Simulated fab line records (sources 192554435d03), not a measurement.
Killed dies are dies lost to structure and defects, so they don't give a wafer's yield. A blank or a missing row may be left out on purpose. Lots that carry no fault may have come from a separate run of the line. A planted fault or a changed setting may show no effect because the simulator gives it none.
Chamber matching    flow n5 finfet    N5_HKMG_FIN_HK_ALD_01 on ald hk-01 has 4 sister chambers
The step deposits HfO2, target thk 1.6 nm, pulse time 3 s, purge time 3 s. 16 wafers are shown with their chamber, then 8 later ones without.

## WAFERS, EACH WITH ITS CHAMBER
wafer   chamber  precursor pulse height rel
L076.1  0        1.033
L076.2  1        1.005
L076.5  0        0.997
L078.3  0        0.993
L078.5  3        0.992
L078.6  2        1.025
L082.1  3        0.999
L082.3  0        0.995
L082.6  3        1.043
L085.1  3        1.024
L085.2  1        1.019
L085.5  1        0.984
L092.1  3        1.006
L092.4  0        1.019
L092.6  3        0.983
L093.1  3        0.987

SIGNATURES, as means of the wafers listed above
reading                     chamber 0  chamber 1  chamber 2  chamber 3  scatter within a chamber
precursor pulse height rel  1.00740    1.00267    1.02500    1.00486    0.0198
Rule: distance of a wafer from a chamber = root of the sum over the readings of ((wafer's reading minus chamber's mean) / reading's scatter) squared. If the next closest chamber is less than 2 further off than the closest, the wafer can't be placed; otherwise it belongs to the closest. The scatter: take each reading less its chamber's mean, square it, sum over the shown wafers, divide by the number of wafers less the number of chambers, and take the root.

## WAFERS WITHOUT THEIR CHAMBER
wafer   precursor pulse height rel
L093.3  1.013
L093.5  0.980
L095.2  0.959
L095.3  0.988
L095.5  0.984
L096.2  1.023
L096.4  1.001
L096.6  1.004

## WHICH CHAMBER EACH WENT THROUGH
wafer   from the rows above                in truth
L093.3  can't be placed: 0 or 3 or 1 or 2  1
L093.5  can't be placed: 1 or 3 or 0 or 2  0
L095.2  can't be placed: 1 or 3 or 0 or 2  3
L095.3  can't be placed: 1 or 3 or 0 or 2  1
L095.5  can't be placed: 1 or 3 or 0 or 2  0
L096.2  can't be placed: 2 or 0 or 3 or 1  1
L096.4  can't be placed: 1 or 3 or 0 or 2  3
L096.6  can't be placed: 3 or 1 or 0 or 2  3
Correctly placed: 0 of 8. Not placeable from these rows: 8 (in 8, the candidates include the true chamber). Placed wrongly: 0.
